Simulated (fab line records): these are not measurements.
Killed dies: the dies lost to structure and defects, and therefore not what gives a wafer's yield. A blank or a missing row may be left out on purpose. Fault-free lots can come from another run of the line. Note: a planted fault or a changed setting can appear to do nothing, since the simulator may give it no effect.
Comparing a struck lot with a sound one | flow nand harc | 14 out of 1302 route steps
Sound: the wafers L907.1, L907.4, L907.6. The struck wafers were L914.2, L914.4, L914.6. At the end, the cause is stated.
Each step with rows lists, per side, the tool, then ch with its chambers, then its first start. Under that, the readings that differ: sound wafers | struck wafers | difference of the means | sigmas: that difference in standard deviations of wafers without a fault.
alike: words and numbers the same on both sides, and readings whose means are apart by under 2 such deviations; not compared: readings that were withheld, readings missing a value for some wafer, numbers with overlapping values and no deviation given by the record, and bounds like >300 which may hide the same value.
Wherever a step has rows on one side only, a row that says differs or no value, or a row with sigmas, the two part there. Non-overlapping numbers with no deviation appear without sigmas and do not part them. A reading that every wafer of one side lacks parts them only if that side has two wafers or more.

first, 4 steps without rows for these wafers: NHARC_A_CHANNEL_HOLE_D2_ETCH_44 (etches the open film in CF4/O2, target depth 140 nm, overetch 14 nm, time 77 s); NHARC_A_CHANNEL_HOLE_D2_STRIP_28 (strips in O2); NHARC_A_CHANNEL_HOLE_D2_PRECLEAN_29 (cleans in SC1); NHARC_A_CHANNEL_HOLE_D2_SRD_30.
NHARC_A_CHANNEL_HOLE_D2_CD_MEAS_31:
  sound: cd sem-01 at day 14 20:14; struck: cd sem-01 at day 17 21:44
  alike: cd nm
NHARC_A_CHANNEL_HOLE_D2_XSEM_32:
  sound on xsem-01 ch 0, day 14 20:19; struck on xsem-01 ch 0, day 17 21:50
  alike: bot cd nm, bow nm, tilt deg
NHARC_A_CHANNEL_HOLE_D2_INSPECT_40:
  sound: defect inspect-01 at day 14 20:25; struck: defect inspect-02 at day 17 21:55
  alike: raw defect count
then, 2 steps without rows for these wafers: NHARC_A_CHANNEL_FILL_D2_PRECLEAN_00 (cleans in SC1); NHARC_A_CHANNEL_FILL_D2_SRD_01.
NHARC_A_CHANNEL_FILL_D2_ALD_02: deposits SiO2, target thk 6 nm, pulse time 10 s, ald cycles 60.
  sound on ald hk-04 ch 1,2, day 14 20:37; struck on ald hk-04 ch 0,1,2, day 17 22:11
  alike: ald cycles, heater power w, precursor pulse height rel
NHARC_A_CHANNEL_FILL_D2_ALD_03: deposits SiNx, target thk 6 nm, pulse time 60 s, ald cycles 58.
  sound on ald sin batch-01 ch 0, day 15 01:20; struck on ald sin batch-02 ch 0
  alike: ald cycles, precursor pulse height rel
NHARC_A_CHANNEL_FILL_D2_ALD_14: deposits SiO2, target thk 2.5 nm, pulse time 10 s, ald cycles 25.
  sound on ald hk-01 ch 0,1, day 15 04:57; struck on ald hk-01 ch 0,1, day 18 05:10
  alike: ald cycles, heater power w, precursor pulse height rel
NHARC_A_CHANNEL_FILL_D2_ALD_15: deposits SiNx, target thk 2 nm, pulse time 60 s, ald cycles 19.
  sound on ald sin batch-01 ch 0, day 15 08:05; struck on ald sin batch-01 ch 0, day 18 08:17
  reading    | sound    | struck   | difference | sigmas
  ald cycles | 19 19 19 | 20 20 20 | +1         |
  alike: precursor pulse height rel
NHARC_A_CHANNEL_FILL_D2_ALD_16: deposits SiO2, target thk 1.5 nm, pulse time 10 s, ald cycles 15.
  sound on ald hk-03 ch 1,2,3, day 15 10:11; struck on ald hk-04 ch 2,3, day 18 10:39
  alike: ald cycles, heater power w, precursor pulse height rel

## WHERE THEY PART
Nowhere in this record.

WHY: what had been put in by the simulator
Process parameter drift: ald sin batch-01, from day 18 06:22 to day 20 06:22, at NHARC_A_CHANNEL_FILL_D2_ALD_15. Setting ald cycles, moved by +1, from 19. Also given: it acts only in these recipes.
